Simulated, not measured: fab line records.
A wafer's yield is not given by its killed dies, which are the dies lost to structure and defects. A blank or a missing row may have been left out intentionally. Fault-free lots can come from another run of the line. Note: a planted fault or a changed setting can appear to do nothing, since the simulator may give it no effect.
fab line records + flow n5-finfet
record:
- lots: 3
- wafers: 9
- last-day: 18
route steps=1938 shown PMOS_HMC_CHANNEL_EPI@87 FIN_SAQP@90 BEOL_M4@1111 PASSIVATION@1936
lots with no fault: from the same line, run without faults
start-h: hours from the record's opening day to when the first of the lot's shown wafers began + wait-h: hours since the lot's step before + " unchanged from the row above + L1.1+2: several wafers, shown together as one row + - no value, or no start given + * or withheld: withheld + < > ~ a bound
route shown NAME@n: NAME is a module with steps in the file, n the number in the route of the first one + usual: mean/standard deviation of fault-free wafers + same: alike in all rows + chamber/n: place in a boat + sites: per-site readings + _std_site: the values' standard deviation + _edge_site: inner sites' mean taken away from outer sites' mean + radius-mm: for every site, how far away it sits from the centre of the wafer + mask NAME#n: copy n + behind: the most recent tool/chamber to have shaped the wafer + hold: cause of the lot's hold/its duration in hours/its outcome + device: which transistor (n, p or np) failed to switch + end of line: tests run on the same wafers once the route is complete + step lacking rows: just its recipe + killed: the dies lost at the first sort to structure and to defects; this is not the yield of the wafer + map: the dies of a wafer, with x for killed, . for not killed, _ for no die there
set.NAME: setting as actually run; set.NAME@STEP: the setting as run at that earlier step + model.NAME: the simulator's own value behind a step, which no gauge read
lots seen at some steps along the route; tables by step, rows by wafer
services: the hour from which a tool's chamber was out of use, counted from the record's first day as start-h (under 0 if before that day), plus the number of hours and why
== steps ==
step: N5_PMOS_HMC_CHANNEL_EPI_EPI_26
recipe:
- material: Si
- target-thk-a: 38
- temp-c: 650
- precursor: SiH4/H2
- pressure-torr: 20
- time-s: 22.7
step: N5_FIN_SAQP_PRECLEAN_42
recipe:
- chemistry: O3/DIW
- time-s: 60
- temp-c: 22
- o3-ppm: 10
step: N5_FIN_SAQP_PRECLEAN_00
recipe:
- chemistry: SC1
- time-s: 60
- temp-c: 55
- mix: 1:2:50
step: N5_FIN_SAQP_PRECLEAN_44
recipe:
- chemistry: SC2
- time-s: 45
- temp-c: 35
- mix: 1:1:50
step: N5_FIN_SAQP_SRD_01
recipe:
- dry: ipa-marangoni
- time-s: 30
- temp-c: 23
- rinse-liquid: diw
step: N5_FIN_SAQP_ALD_61
recipe:
- material: SiO2
- target-thk-a: 40
- temp-c: 300
- ald-precursor-family: BDEAS
- ald-co-reactant: O2-plasma
- pulse-time-s: 1
- purge-time-s: 2
- co-reactant-purge-time-s: 2
- ald-cycles: 43
- pressure-torr: 2
step: N5_FIN_SAQP_DENSIFY_62
recipe:
- temp-c: 700
- time-s: 60
- ambient: N2
- idle-temp-c: 600
- ramp-up-c-per-s: 150
- ramp-down-c-per-s: 60
- cool-to-c: 600
step: N5_FIN_SAQP_HM_DEP_03
recipe:
- material: SiNx
- target-thk-a: 380
- temp-c: 400
- precursor: SiH4/NH3/N2
- pressure-torr: 1.5
- rf-w: 300
- time-s: 33.6
step: N5_FIN_SAQP_PECVD_47
recipe:
- material: a-Si
- target-thk-a: 450
- temp-c: 400
- precursor: SiH4/He
- pressure-torr: 3
- rf-w: 100
- time-s: 36.3
step: N5_FIN_SAQP_PECVD_48
recipe:
- material: SiNx
- target-thk-a: 250
- temp-c: 400
- precursor: SiH4/NH3/N2
- pressure-torr: 1.5
- rf-w: 300
- time-s: 22.1
usual:
- chamber-pressure-Torr: 1.500/0.0036
- heater-power-w: 768/160
- showerhead-plenum-p-Torr: 5.16/0.075
- throttle-valve-pct: 40/3
| lot.wafer | tool     | chamber | start-h | wait-h | chamber-pressure-Torr | heater-power-w | showerhead-plenum-p-Torr | throttle-valve-pct | model.SiNx_of_FIN_SAQP_PECVD_48.thk-nm |
|-----------|----------|---------|---------|--------|-----------------------|----------------|--------------------------|--------------------|----------------------------------------|
| L142.1    | pecvd-03 | 0       | 80.66   | 0.0    | 1.495                 | 683            | 5.06                     | 39                 | 24.57                                  |
| L142.2    | "        | 2       | "       | "      | 1.500                 | 666            | 5.11                     | 38                 | 24.96                                  |
| L142.3    | "        | 1       | "       | "      | 1.499                 | 859            | 5.20                     | 43                 | 22.63                                  |
| L149.1    | pecvd-02 | 0       | 123.74  | 0.0    | 1.503                 | 567            | 5.14                     | 42                 | 24.42                                  |
| L149.4    | "        | 2       | "       | "      | 1.505                 | 785            | 5.29                     | 38                 | 24.7                                   |
| L149.6    | "        | 1       | "       | "      | 1.503                 | 892            | 5.11                     | 42                 | 24.9                                   |
| L155.1    | pecvd-03 | 0       | 162.33  | 0.0    | 1.494                 | 709            | 5.06                     | 39                 | 24.72                                  |
| L155.3    | "        | 1       | "       | "      | 1.501                 | 869            | 5.21                     | 43                 | 25.17                                  |
| L155.5    | "        | 0       | "       | "      | 1.496                 | 708            | 5.05                     | 39                 | 25.04                                  |
step: N5_FIN_SAQP_PECVD_06
recipe:
- material: a-Si
- target-thk-a: 600
- temp-c: 400
- precursor: SiH4/He
- pressure-torr: 3
- rf-w: 100
- time-s: 48.1
step: N5_FIN_SAQP_HM_DEP_72
recipe:
- material: SiO2
- target-thk-a: 120
- temp-c: 400
- precursor: SiH4/N2O
- pressure-torr: 0.75
- rf-w: 275
- time-s: 7.2
step: N5_FIN_SAQP_COAT_49
recipe:
- resist: SOC
- temp-c: 250
- time-s: 60
- spin-rpm: 1500
- resist-thk-nm: 100
step: N5_FIN_SAQP_COAT_50
recipe:
- resist: SiARC
- temp-c: 220
- time-s: 60
- spin-rpm: 1500
- resist-thk-nm: 35
step: N5_FIN_SAQP_COAT_10
recipe:
- resist: CAR-ArF
- spin-rpm: 1500
- resist-thk-nm: 90
step: N5_FIN_SAQP_EBR_12
recipe:
- solvent: PGMEA
- ebr-width-mm: 1.5
step: N5_FIN_SAQP_SOFTBAKE_11
recipe:
- temp-c: 110
- time-s: 60
- resist: CAR-ArF
step: N5_FIN_SAQP_EXPOSE_13
recipe:
- mask-id: FIN_CORE
- na: 1.35
- source-shape: dipole
- sigma-inner: 0.538
- sigma-outer: 0.738
- polarization: te
- target-cd-nm: 35.6
- dose-mj: 63.25
step: N5_FIN_SAQP_PEB_14
recipe:
- peb-temp-c: withheld
- peb-time-s: 60
- resist: CAR-ArF
step: N5_FIN_SAQP_DEVELOP_15
recipe:
- develop-time-s: 30
- developer: TMAH
- resist: CAR-ArF
- dev-temp-c: 23
- rinse-liquid: diw
- dry: air-spin
step: N5_FIN_SAQP_DESCUM_21
recipe:
- chemistry: O2
- time-s: 7.9
- source-power-w: 50
- bias-power-w: 20
- pressure-mtorr: 20
- rf-frequency-hz: 2.712e+07
- temp-c: 40
- resist: CAR-ArF
- o2-flow-sccm: 225
step: N5_FIN_SAQP_ETCH_51
recipe:
- chemistry: CF4
- target: SiARC
- target-depth-a: 455
- mask-material: CAR-ArF
- time-s: 75.8
- ion-energy-ev: 80
- pressure-mtorr: 40
- source-w: 545
- bias-w: 36
- Ar_flow_sccm: 100
- cf4-flow-sccm: 100
- ends: cleared
step: N5_FIN_SAQP_ETCH_52
recipe:
- chemistry: N2/H2
- target: SOC
- target-depth-a: 1000
- overetch-a: 200
- mask-material: SiARC
- temp-c: 40
- time-s: 150
- ion-energy-ev: 200
- pressure-mtorr: 30
- source-w: 840
- bias-w: 150
- n2-flow-sccm: 200
- h2-flow-sccm: 200
- ends: end-point
step: N5_FIN_SAQP_STRIP_53
recipe:
- chemistry: N2/H2
- temp-c: 40
- n2-flow-sccm: 200
- h2-flow-sccm: 200
- rf-frequency-hz: 6e+07
step: N5_FIN_SAQP_HM_OPEN_73
recipe:
- chemistry: CHF3/O2
- target: SiO2
- stop-on: a-Si
- target-depth-a: 120
- over-etch-frac: 1.8
- mask-material: SOC
- time-s: 16.8
- pressure-mtorr: 30
- source-w: 650
- bias-w: 170
- Ar_flow_sccm: 200
- CHF3_flow_sccm: 50
- O2_flow_sccm: 5
- ion-energy-ev: 200
- ends: end-point
step: N5_FIN_SAQP_STRIP_74
recipe:
- chemistry: CHF3/O2
- resist: SiARC
- rf-frequency-hz: 6e+07
step: N5_FIN_SAQP_MANDREL_ETCH_22
recipe:
- target-depth-a: 600
- chemistry: HBr/Cl2
- target: a-Si
- stop-on: SiNx
- bt-time-s: 10
- over-etch-frac: 0.5
- time-s: 30
- pressure-mtorr: 10
- icp-w: 800
- bias-w: 75
- HBr_flow_sccm: 150
- Cl2_flow_sccm: 80
- ends: end-point
step: N5_FIN_SAQP_STRIP_55
recipe:
- chemistry: N2/H2
- power-w: 500
- temp-c: 40
- pressure-mtorr: 50
- rf-frequency-hz: 6e+07
- overash-fraction: 0.3
- bias-power-w: 28
- h2-frac: 0.5
- n2-flow-sccm: 300
- h2-flow-sccm: 300
step: N5_FIN_SAQP_STRIP_23
recipe:
- chemistry: SPM
- time-s: 750
- temp-c: 130
- h2so4-h2o2-vol-ratio: 4
step: N5_FIN_SAQP_SRD_66
recipe:
- dry: ipa-marangoni
- time-s: 30
- temp-c: 23
- rinse-liquid: diw
step: N5_FIN_SAQP_RECESS_75
recipe:
- chemistry: HF/NH3
- target: SiO2
- target-depth-a: 144
- afs-cycles: 3
- temp-c: 30
- sublimation-temp-c: 180
- sublimation-time-s: 60
step: N5_FIN_SAQP_SPACER1_ALD_24
recipe:
- material: SiO2
- target-thk-a: 203
- temp-c: 300
- ald-precursor-family: BDEAS
- ald-co-reactant: O2-plasma
- pulse-time-s: 1
- purge-time-s: 2
- co-reactant-purge-time-s: 2
- ald-cycles: 218
- pressure-torr: 2
step: N5_FIN_SAQP_SPACER1_ETCHBACK_25
recipe:
- chemistry: CHF3/O2
- mode: anisotropic-etchback
- target: SiO2
- target-depth-a: 244
- time-s: 12.2
- pressure-mtorr: 30
- source-w: 650
- bias-w: 170
- Ar_flow_sccm: 200
- CHF3_flow_sccm: 50
- O2_flow_sccm: 5
- ion-energy-ev: 200
step: N5_FIN_SAQP_MANDREL1_REMOVE_56
recipe:
- chemistry: HBr/Cl2/O2
- bt-time-s: 10
- target: a-Si
- stop-on: SiNx
- endpoint: OES-SiCl
- over-etch-frac: 1
- icp-w: 600
- bias-w: 22
- HBr_flow_sccm: 150
- Cl2_flow_sccm: 80
- O2_flow_sccm: 5
- pressure-mtorr: 10
step: N5_FIN_SAQP_ETCH_57
recipe:
- chemistry: CH3F/O2
- target: SiNx
- mask-material: SiO2
- target-depth-a: 325
- time-s: 46.4
- pressure-mtorr: 30
- source-w: 395
- bias-w: 73
- Ar_flow_sccm: 150
- CH3F_flow_sccm: 30
- O2_flow_sccm: 20
- ion-energy-ev: 120
- ends: cleared
usual:
- O2_flow_sccm: 20.01/0.059
- bias-w: 72.98/0.21
- drypump-motor-current-A: 5.7/0.46
- etch-rf-on-time-s: 45.9/1.5
- oes_ar_750_au: 0.76/0.072
- oes-product-au: 0.65/0.064
- rf-vpp-V: 299/7.2
- showerhead-plenum-p-Torr: 1.96/0.078
- throttle-valve-pct: 16.35/0.19
| lot.wafer | tool        | chamber | start-h | wait-h | O2_flow_sccm | bias-w | drypump-motor-current-A | etch-rf-on-time-s | oes_ar_750_au | oes-product-au | rf-hours-counter-h | rf-vpp-V | showerhead-plenum-p-Torr | throttle-valve-pct | model.etch.depth-nm |
|-----------|-------------|---------|---------|--------|--------------|--------|-------------------------|-------------------|---------------|----------------|--------------------|----------|--------------------------|--------------------|---------------------|
| L142.1    | rie-diel-04 | 3       | 83.91   | 0.0    | 20.06        | 73.39  | 5.3                     | 44.5              | 0.75          | 0.63           | 215                | 298      | 1.90                     | 16.45              | 24.57               |
| L142.2    | "           | 0       | "       | "      | 20.02        | 73.32  | 5.5                     | 46.5              | 0.72          | 0.60           | 234                | 293      | 2.04                     | 16.22              | 24.96               |
| L142.3    | "           | 1       | "       | "      | 19.90        | 73.06  | 4.9                     | 43.5              | 0.73          | 0.63           | 155                | 309      | 1.92                     | 16.47              | 22.63               |
| L149.1    | rie-diel-04 | 0       | 126.79  | 0.1    | 20.04        | 72.86  | 5.5                     | 46.1              | 0.72          | 0.59           | 248                | 293      | 2.04                     | 16.23              | 24.42               |
| L149.4    | "           | 0       | "       | "      | 19.99        | 72.61  | 5.5                     | 46.9              | 0.72          | 0.59           | -                  | 297      | 2.04                     | 16.22              | 24.7                |
| L149.6    | "           | 2       | "       | "      | 19.93        | 72.91  | 6.2                     | 47.5              | 0.72          | 0.60           | -                  | 285      | 1.90                     | 16.65              | 24.9                |
| L155.1    | rie-diel-05 | 2       | 165.13  | 0.0    | 20.03        | 72.96  | 6.3                     | 45.7              | 0.74          | 0.63           | 176                | 301      | 1.91                     | 16.22              | 24.72               |
| L155.3    | "           | 0       | "       | "      | 20.02        | 73.23  | 5.8                     | 46.8              | 0.95          | 0.84           | 4                  | 301      | 1.94                     | 15.90              | 25.17               |
| L155.5    | "           | 3       | "       | "      | 20.00        | 73.11  | 6.0                     | 45.4              | 0.84          | 0.71           | -                  | 297      | 2.11                     | 16.22              | 25.04               |
step: N5_BEOL_M4_RC_MEAS_101
usual:
- DIBL_N: 35.0/2.4
- DIBL_P: 35.4/2.8
- IOFF_N: 0.14/0.045
- IOFF_P: 0.20/0.048
- ION_N: 667/19
- ION_P: 460/11
- SS_N: 71.2/0.71
- SS_P: 73.1/0.86
- VT_N: 252/4.6
- VT_P: -251/3.4
| lot.wafer | tool      | chamber | start-h | wait-h | DIBL_N[mV/V] | DIBL_P[mV/V] | IOFF_N[nA/um] | IOFF_P[nA/um] | ION_N[uA/um] | ION_P[uA/um] | SS_N[mV/dec] | SS_P[mV/dec] | VT_N[mV] | VT_P[mV] |
|-----------|-----------|---------|---------|--------|--------------|--------------|---------------|---------------|--------------|--------------|--------------|--------------|----------|----------|
| L142.1    | prober-02 | 0       | 226.65  | 0.0    | 35.0         | 35.9         | 0.15          | 0.19          | 689          | 467          | 71.7         | 73.7         | 248      | -250     |
| L142.2    | "         | 0       | "       | "      | 31.7         | 30.9         | 0.09          | 0.13          | 628          | 438          | 71.0         | 71.4         | 260      | -259     |
| L142.3    | "         | 0       | "       | "      | 34.4         | 33.3         | 0.12          | 0.16          | 652          | 448          | 71.1         | 72.8         | 253      | -250     |
| L149.1    | prober-01 | 0       | 276.08  | 0.0    | 32.2         | 33.7         | 0.11          | 0.16          | 655          | 454          | 70.8         | 72.1         | 254      | -256     |
| L149.4    | "         | 0       | "       | "      | 34.4         | 36.0         | 0.14          | 0.20          | 644          | 442          | 71.6         | 73.3         | 255      | -254     |
| L149.6    | "         | 0       | "       | "      | 35.4         | 38.1         | 0.16          | 0.23          | 652          | 453          | 71.9         | 74.1         | 249      | -250     |
| L155.1    | prober-01 | 0       | 311.26  | 0.0    | 38.3         | 40.4         | 0.22          | 0.30          | 695          | 475          | 71.2         | 74.0         | 247      | -246     |
| L155.3    | "         | 0       | "       | "      | 33.8         | 34.3         | 0.12          | 0.17          | 655          | 451          | 70.8         | 72.2         | 256      | -253     |
| L155.5    | "         | 0       | "       | "      | 36.6         | 38.4         | 0.18          | 0.25          | 695          | 475          | 71.8         | 74.2         | 247      | -248     |
step: N5_PASSIVATION_PROBE_49
usual:
- defect-limited-yield: 91.7/1.4
- killed_at_M0_to_M3: 32/9.7
- killed_at_M4_up: 14/5.5
- killed-at-contacts: 13/6.1
- killed-at-front-end: 35/10
- killed-at-other: 4.2/2.9
- killed-dies: 98/17
- killed-on-rim: 13/4.2
- killed-open: 63/12
- killed-short: 32/7.7
- sort_bin_5_function: 4.8/0.9
- sort_bin_6_memory: 3.1/0.63
- sort_bin_8_speed: 1/3.3
- sort-n-pass: 1073/41
- sort-yield-pct: 91/3.5
same:
- gross-dies: 1180
- killed-at-back-side: 0
- sort_bin_4_leakage[%]: 0
| lot.wafer | tool      | chamber | start-h | wait-h | defect-limited-yield[%] | killed_at_M0_to_M3 | killed_at_M4_up | killed-at-contacts | killed-at-front-end | killed-at-other | killed-dies | killed-on-rim | killed-open | killed-short | sort_bin_5_function[%] | sort_bin_6_memory[%] | sort_bin_8_speed[%] | sort-n-pass | sort-yield-pct[%] |
|-----------|-----------|---------|---------|--------|-------------------------|--------------------|-----------------|--------------------|---------------------|-----------------|-------------|---------------|-------------|--------------|------------------------|----------------------|---------------------|-------------|-------------------|
| L142.1    | prober-02 | -       | 319.71  | 0.0    | 90.9                    | 61                 | 14              | 5                  | 26                  | 1               | 107         | 15            | 78          | 28           | 4.8                    | 4.0                  | 0                   | 1073        | 91                |
| L142.2    | prober-02 | -       | 319.76  | 0.1    | 91.4                    | 38                 | 8               | 5                  | 50                  | 1               | 102         | 25            | 66          | 25           | 4.7                    | 3.1                  | 11                  | 949         | 80                |
| L142.3    | prober-02 | -       | 319.81  | 0.1    | 92.6                    | 36                 | 7               | 12                 | 29                  | 3               | 87          | 16            | 53          | 33           | 4.2                    | 2.6                  | 0                   | 1093        | 93                |
| L149.1    | prober-01 | -       | 383.19  | 0.0    | 89.2                    | 29                 | 18              | 15                 | 56                  | 9               | 127         | 20            | 93          | 33           | 6.3                    | 4.3                  | 0                   | 1053        | 89                |
| L149.4    | prober-01 | -       | 383.34  | 0.2    | 91.6                    | 23                 | 15              | 19                 | 32                  | 10              | 99          | 18            | 73          | 25           | 5.3                    | 2.8                  | 0                   | 1079        | 91                |
| L149.6    | prober-01 | -       | 383.44  | 0.3    | 88.6                    | 31                 | 15              | 20                 | 67                  | 2               | 135         | 22            | 88          | 41           | 6.9                    | 3.7                  | 0                   | 1045        | 89                |
killed by level:class
L142.1 BEOL_M3:geometric-particle:open=21 BEOL_M1:geometric-particle:open=14 BEOL_M4:geometric-particle:open=10 STI_FIN_REVEAL:geometric-particle:open=9 BEOL_M1:geometric-particle:short=6 BEOL_M2:geometric-particle:open=6 MOL_CONTACT_COAG:geometric-particle:open=5 BEOL_M3:geometric-particle:short=5
L142.2 STI_FIN_REVEAL:geometric-particle:open=20 BEOL_M1:geometric-particle:open=8 BEOL_M3:geometric-particle:open=8 HKMG_FIN:area-etch=8 DUMMY_GATE:geometric-particle:open=5 BEOL_M0_SAQP:geometric-particle:short=5 BEOL_M0:geometric-particle:open=5 BEOL_M2:geometric-particle:open=4
L142.3 MOL_CONTACT_COAG:geometric-particle:open=8 BEOL_M0_SAQP:geometric-particle:short=6 BEOL_M1:geometric-particle:open=6 BEOL_M2:geometric-particle:open=6 BEOL_M3:geometric-particle:short=6 DUMMY_GATE:geometric-particle:open=5 GATE_CUT:geometric-particle:open=5 STI_FIN_REVEAL:geometric-particle:open=4
L149.1 STI_FIN_REVEAL:geometric-particle:open=23 MOL_CONTACT_COAG:geometric-particle:open=14 BEOL_M0_SAQP:geometric-particle:open=8 GATE_CUT:geometric-particle:short=7 BEOL_M2:geometric-particle:open=7 BEOL_M3:geometric-particle:open=7 BEOL_M5:geometric-particle:open=7 FIN_SAQP:geometric-particle:open=5
L149.4 MOL_CONTACT_COAG:geometric-particle:open=14 DUMMY_GATE:geometric-particle:open=10 STI_FIN_REVEAL:geometric-particle:open=7 BEOL_M1:geometric-particle:open=6 BEOL_M0_SAQP:geometric-particle:open=6 BEOL_M4:geometric-particle:open=6 MOL_CONTACT_COAG:geometric-particle:short=5 BEOL_M0_SAQP:geometric-particle:short=4
L149.6 FIN_SAQP:geometric-particle:open=16 MOL_CONTACT_COAG:geometric-particle:open=14 STI_FIN_REVEAL:geometric-particle:open=11 DUMMY_GATE:geometric-particle:open=9 FIN_SAQP:geometric-particle:short=8 BEOL_M0_SAQP:geometric-particle:open=8 BEOL_M0_SAQP:geometric-particle:short=7 BEOL_M1:geometric-particle:open=7
== services ==
| tool        | chamber | start-h | hours | kind                          |
|-------------|---------|---------|-------|-------------------------------|
| pecvd-02    | 2       | 57.03   | 2.1   | scheduled-down                |
| pecvd-03    | 2       | 59.80   | 2.1   | scheduled-down                |
| rie-diel-04 | 1       | 61.88   | 9.0   | repair                        |
| pecvd-03    | -       | 63.23   | 0.4   | repair                        |
| pecvd-02    | 2       | 74.40   | 5.5   | scheduled-down                |
| rie-diel-04 | 2       | 79.40   | 6.3   | repair                        |
| pecvd-03    | -       | 102.04  | 0.8   | repair                        |
| pecvd-02    | -       | 106.09  | 1.8   | repair                        |
| rie-diel-04 | 1       | 122.19  | 9.0   | repair                        |
| rie-diel-05 | 0       | 125.61  | 4.7   | repair                        |
| rie-diel-05 | 0       | 130.41  | -     | clean                         |
| rie-diel-05 | 0       | 130.41  | -     | consumable-replace:focus-ring |
| rie-diel-05 | 0       | 130.41  | 26.4  | scheduled-down                |
| rie-diel-05 | 0       | 130.41  | 26.4  | vent-cycle                    |
| rie-diel-04 | 0       | 131.49  | -     | clean                         |
| rie-diel-04 | 0       | 131.49  | -     | consumable-replace:focus-ring |
| rie-diel-04 | 0       | 131.49  | 13.1  | scheduled-down                |
| rie-diel-04 | 0       | 131.49  | 13.1  | vent-cycle                    |
| pecvd-03    | 1       | 146.22  | 2.1   | scheduled-down                |
| rie-diel-05 | 1       | 160.41  | -     | clean                         |
| rie-diel-05 | 1       | 160.41  | -     | consumable-replace:focus-ring |
| rie-diel-05 | 1       | 160.41  | -     | consumable-replace:showerhead |
| rie-diel-05 | 1       | 160.41  | 34.7  | scheduled-down                |
| rie-diel-05 | 1       | 160.41  | 34.7  | vent-cycle                    |
== key ==
first-sign none at tools or gauges
model-effect:
- step: N5_FIN_SAQP_PECVD_48
- value: SiNx_of_FIN_SAQP_PECVD_48.thk-nm
- without: 25
- struck: 22.63
model-effect:
- step: N5_FIN_SAQP_ETCH_57
- value: etch.depth-nm
- without: 25
- struck: 22.63
met-at N5_FIN_SAQP_PECVD_48
struck-wafers L142.3
fault:
- kind: process-parameter-drift
- tool: pecvd-03
- chamber: -
- onset-h: 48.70
- steps: N5_FIN_SAQP_PECVD_48
- channel: time-s
- offset: *
- shape: step
- end-h: 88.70
- scope: struck-wafers-only
- acts-in: *
- stated: *
